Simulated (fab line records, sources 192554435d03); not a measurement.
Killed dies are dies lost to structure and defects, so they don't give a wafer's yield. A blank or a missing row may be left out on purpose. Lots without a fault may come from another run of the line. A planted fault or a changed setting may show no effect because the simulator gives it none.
Split-lot experiment | flow n5_finfet | 7 lots, 21 wafers read, on a route of 1938 steps

THE SPLIT
At N5_BEOL_M0_SAQP_ETCH_106 (etches SOC in N2/H2, stops on SiNx, target depth 150 nm), the setting target_depth_a was moved away from the recipe's 1500 angstrom on 10 of the 21 wafers read, by -10.3% to +6.6%. The other wafers ran this setting at the recipe's value.

The reading is taken at the split's own step.

THE READING
SOC_of_BEOL_M0_SAQP_COAT_105.thk_nm (the simulator's own value, which no gauge read), in nm, at N5_BEOL_M0_SAQP_ETCH_106 (etches SOC in N2/H2, stops on SiNx, target depth 150 nm). The file gives no usual value for it. The 11 wafers here that ran the recipe average 24.8 nm, standard deviation 1.6 nm.

wafer  | tool, chamber at the split | target_depth_a as run, angstrom | against the recipe | SOC_of_BEOL_M0_SAQP_COAT_105.thk_nm, nm | against lot-mates on the recipe
L074.3 | rie_diel-01, 3             | 1500                            | recipe             | 24.8                                    | -
L074.5 | rie_diel-01, 3             | 1500                            | recipe             | 24.2                                    | -
L074.6 | rie_diel-01, 1             | 1599                            | +6.6%              | 19.4                                    | -5.1
L081.1 | rie_diel-04, 2             | 1565                            | +4.3%              | 23.2                                    | no lot-mate on the recipe
L081.2 | rie_diel-04, 0             | 1565                            | +4.3%              | 23                                      | no lot-mate on the recipe
L081.6 | rie_diel-04, 2             | 1565                            | +4.3%              | 23.4                                    | no lot-mate on the recipe
L082.2 | rie_diel-01, 3             | 1500                            | recipe             | 22.8                                    | -
L082.3 | rie_diel-01, 2             | 1346                            | -10.3%             | 28.2                                    | +5.4
L082.4 | rie_diel-01, 1             | 1346                            | -10.3%             | 31.8                                    | +9.0
L089.2 | rie_diel-01, 0             | 1500                            | recipe             | 24.4                                    | -
L089.4 | rie_diel-01, 3             | 1500                            | recipe             | 24.6                                    | -
L089.6 | rie_diel-01, 2             | 1500                            | recipe             | 21.6                                    | -
L092.1 | rie_diel-03, 3             | 1437                            | -4.2%              | 28.8                                    | +2.8
L092.3 | rie_diel-03, 2             | 1500                            | recipe             | 26                                      | -
L092.5 | rie_diel-03, 3             | 1437                            | -4.2%              | 28.6                                    | +2.6
L093.2 | rie_diel-01, 0             | 1590                            | +6.0%              | 19.4                                    | -4.8
L093.4 | rie_diel-01, 2             | 1590                            | +6.0%              | 16.4                                    | -7.8
L093.6 | rie_diel-01, 0             | 1500                            | recipe             | 24.2                                    | -
L096.1 | rie_diel-03, 2             | 1500                            | recipe             | 27.2                                    | -
L096.5 | rie_diel-03, 2             | 1500                            | recipe             | 26.6                                    | -
L096.6 | rie_diel-03, 3             | 1500                            | recipe             | 26                                      | -

THE FIT
A straight line over all 21 wafers: SOC_of_BEOL_M0_SAQP_COAT_105.thk_nm changes by -0.666 nm for each +1% of target_depth_a; r = -0.86; the points scatter about the line by 1.9 nm.
The same after taking each lot's own level away (the mean of its wafers on the recipe; 18 wafers): -0.783 nm for each +1%; r = -0.95; scatter 1.2 nm.
On that fit, the largest move of target_depth_a shifts the reading by 8 nm.
The lots' own levels span 22.80 to 26.60 nm, that is 2.4 times the standard deviation above.
So the lot-to-lot level changes the slope: the two fits differ.
Check: with one of the wafers moved furthest among these (-10.3%) left out of the fit, the line predicts +8.79 nm for it against its lot-mates. It came out at +5.4 nm against them.

OTHER SPLITS ON THESE WAFERS
These wafers also went through other splits before the reading. Each is held against what the fit with the lots' levels taken away leaves over:
other split on the same wafers            | wafers away from the commonest value | r with SOC_of_BEOL_M0_SAQP_COAT_105.thk_nm (lot level and that fit taken away)
N5_BEOL_M0_SAQP_SPACER1_ALD_98 ald_cycles | 6                                    | +0.02

THE FILE'S OWN FIT
SOC_of_BEOL_M0_SAQP_COAT_105.thk_nm changes by -0.774 nm for each +1% of target_depth_a, r = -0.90.
